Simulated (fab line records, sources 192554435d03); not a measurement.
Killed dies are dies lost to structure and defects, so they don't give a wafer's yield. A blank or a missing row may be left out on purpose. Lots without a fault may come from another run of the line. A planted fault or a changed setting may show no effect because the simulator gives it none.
Split-lot experiment | flow n5_finfet | 7 lots, 21 wafers read, on a route of 1938 steps

THE SPLIT
At N5_BEOL_M14_TRENCH_ETCH_34 (etches SiO2 in C4F8/O2/Ar, target depth 556.65 nm, time 126.9 s), the setting bias_w was moved away from the recipe's 2040 W on 6 of the 21 wafers read, by -14.4% to +13.6%. The other wafers ran this setting at the recipe's value.

The reading is taken at the split's own step.

THE READING
rf_vpp_V, in V, at N5_BEOL_M14_TRENCH_ETCH_34 (etches SiO2 in C4F8/O2/Ar, target depth 556.65 nm, time 126.9 s). Fault-free wafers of this fab line usually give 2225 V, standard deviation 37 V.

wafer  | tool, chamber at the split | bias_w as run, W | against the recipe | rf_vpp_V, V | against lot-mates on the recipe
L074.1 | rie_diel-06, 2             | 2040             | recipe             | 2173        | -
L074.4 | rie_diel-06, 2             | 2040             | recipe             | 2171        | -
L074.5 | rie_diel-06, 0             | 2040             | recipe             | 2283        | -
L076.1 | rie_diel-06, 3             | 2040             | recipe             | 2193        | -
L076.2 | rie_diel-06, 0             | 2040             | recipe             | 2282        | -
L076.3 | rie_diel-06, 1             | 2040             | recipe             | 2290        | -
L078.2 | rie_diel-01, 1             | 1845             | -9.6%              | 2038        | -193
L078.3 | rie_diel-01, 0             | 2040             | recipe             | 2225        | -
L078.6 | rie_diel-01, 2             | 2040             | recipe             | 2237        | -
L077.1 | rie_diel-01, 3             | 2040             | recipe             | 2257        | -
L077.3 | rie_diel-01, 0             | 2040             | recipe             | 2228        | -
L077.6 | rie_diel-01, 2             | 2040             | recipe             | 2238        | -
L081.1 | rie_diel-03, 3             | 2040             | recipe             | 2199        | -
L081.3 | rie_diel-03, 2             | 1868             | -8.4%              | 2055        | -144
L081.4 | rie_diel-03, 2             | 1868             | -8.4%              | 2054        | -145
L085.1 | rie_diel-06, 3             | 2040             | recipe             | 2192        | -
L085.4 | rie_diel-06, 3             | 2317             | +13.6%             | 2396        | +204
L085.5 | rie_diel-06, 0             | 2317             | +13.6%             | 2490        | +298
L088.1 | rie_diel-03, 0             | 2040             | recipe             | 2243        | -
L088.2 | rie_diel-03, 1             | 1747             | -14.4%             | 1993        | -222
L088.3 | rie_diel-03, 2             | 2040             | recipe             | 2186        | -

THE FIT
A straight line over all 21 wafers: rf_vpp_V changes by +17.2 V for each +1% of bias_w; r = +0.94; the points scatter about the line by 39 V.
The same after taking each lot's own level away (the mean of its wafers on the recipe; 21 wafers): +17.7 V for each +1%; r = +0.96; scatter 34 V.
On that fit, the largest move of bias_w shifts the reading by 2.5e+02 V.
The lots' own levels span 2192.0 to 2255.0 V, that is 1.7 times the standard deviation above.
So the lot-to-lot level changes the slope little: the two slopes agree.
Check: with one of the wafers moved furthest among these (-14.4%) left out of the fit, the line predicts -264 V for it against its lot-mates. It came out at -222 V against them.
Tool readings at the split's step, against how far the setting was moved: rf_vpp_V r = +0.94.

THE FILE'S OWN FIT
rf_vpp_V changes by +17.4 V for each +1% of bias_w, r = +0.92.
